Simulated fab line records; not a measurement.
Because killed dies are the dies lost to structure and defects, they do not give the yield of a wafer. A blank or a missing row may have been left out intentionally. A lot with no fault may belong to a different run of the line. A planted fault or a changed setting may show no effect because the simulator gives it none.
A lot that was struck, set against a sound lot + flow nandHarc + 14 steps out of a route of 1302
Sound: these wafers, L610.1, L610.3, L610.4. Wafers L611.2, L611.3, L611.5 were the ones struck. The cause is given at the end.
At each step with rows: each side's tool, then ch and its chambers, then its first start. Under that, the readings that differ: sound wafers + struck wafers + difference of the means + sigmas: that difference in standard deviations of wafers without a fault.
alike: a reading whose means differ by less than 2 such deviations, as well as words and numbers matching on both sides. not compared: withheld readings; readings where some wafer has no value; bounds like >300 that might hide an equal value; numbers whose values overlap and for which the record gives no deviation.
The two part at a step that has a row with sigmas, a row that says differs or no value, or rows on one side only. Numbers that don't overlap but have no deviation are shown without sigmas and don't part them. A reading missing from all wafers of one side parts the sides only when that side holds two or more wafers.

NHARC_P_M2_DEGAS_29: time 60 s.
  sound: pvdSputter-03 at day 8 22:52; struck: pvdSputter-02 at day 9 07:43
  alike: heaterPowerW
then, 1 step without rows for these wafers: NHARC_P_M2_PRE_CLEAN_30 (time 30 s).
NHARC_P_M2_PVD_20: deposits TaN, target thk 5 nm, time 8.06 s.
  sound on pvdSputter-03; struck on pvdSputter-02
  alike: throttleValvePct
then, 2 steps without rows for these wafers: NHARC_P_M2_PVD_21 (deposits Cu, target thk 30 nm, time 20.49 s); NHARC_P_M2_ECD_22 (material Cu, target thk 400 nm).
NHARC_P_M2_ANNEAL_31: time 90 s.
  sound on rtpAnneal-02 ch 0, day 8 23:36; struck on rtpAnneal-02 ch 0, day 9 08:31
  alike: wafer_temp_C_max
NHARC_P_M2_CMP_23: polishes, t overpolish 20 s, target thk 144.3 nm.
  sound on cmp-02 ch 1,2,3, day 8 23:58; struck on cmp-01 ch 0,3, day 9 08:48
| reading           | sound        | struck         | difference | sigmas |
|-------------------|--------------|----------------|------------|--------|
| motorCurrentA (A) | 11.4 9.8 9.8 | 14.6 13.1 14.1 | +3.6       | +3     |
  alike: timeToEndpointS
NHARC_P_M2_THK_MEAS_24: measures by xrf.
  sound: filmMetro-01 at day 9 00:16; struck: filmMetro-02 at day 9 09:07
| reading    | sound             | struck            | difference | sigmas |
|------------|-------------------|-------------------|------------|--------|
| thkNm (nm) | 143.4 144.4 143.0 | 145.2 147.4 147.1 | +3.0       | +2     |
next, for these wafers, 1 step has no rows: NHARC_P_M2_SRD_25.
NHARC_P_M2_INSPECT_27:
  sound: defectInspect-01 at day 9 00:25; struck: defectInspect-01 at day 9 09:16
  alike: rawDefectCount
then, 1 step without rows for these wafers: NHARC_P_M2_PRE_CLEAN_32 (time 12 s).
NHARC_P_M2_DEP_33: deposits SiCN, target thk 30 nm.
  sound on pecvd-04 ch 0,2, day 9 00:37; struck on pecvd-04 ch 1,2, day 9 09:28
| reading         | sound             | struck            | difference | sigmas |
|-----------------|-------------------|-------------------|------------|--------|
| rfFwdPowerW (W) | 447.7 447.7 447.2 | 378.0 377.5 379.7 | -69.1      | -53    |
  alike: heaterPowerW
NHARC_P_BONDPAD_DEP_00: deposits SiCN, target thk 250 nm.
  sound on pecvd-04 ch 1,2; struck on pecvd-03 ch 0,1, day 9 09:50
  alike: heaterPowerW, rfFwdPowerW
-- record jumps: 18 days between struck wafers' starts before vs after; left off in module P_BONDPAD, resumes in module END, first step shown is number 1302 of the route --
NHARC_END_SORT_01:
  sound on prober-01 ch 0, day 27 07:14; struck on prober-02 ch 0, day 27 08:04
  alike: defectLimitedYield, killedAtArray, killedAtOther, killedAtPeriphery, killedDies, killedOpen, killedShort

WHERE THEY PART
At NHARC_P_M2_CMP_23 first; at NHARC_P_M2_DEP_33 last (within this record only). Later steps at which nothing parts them and some readings are alike: NHARC_P_BONDPAD_DEP_00, NHARC_END_SORT_01.

WHY: the cause the simulator had injected
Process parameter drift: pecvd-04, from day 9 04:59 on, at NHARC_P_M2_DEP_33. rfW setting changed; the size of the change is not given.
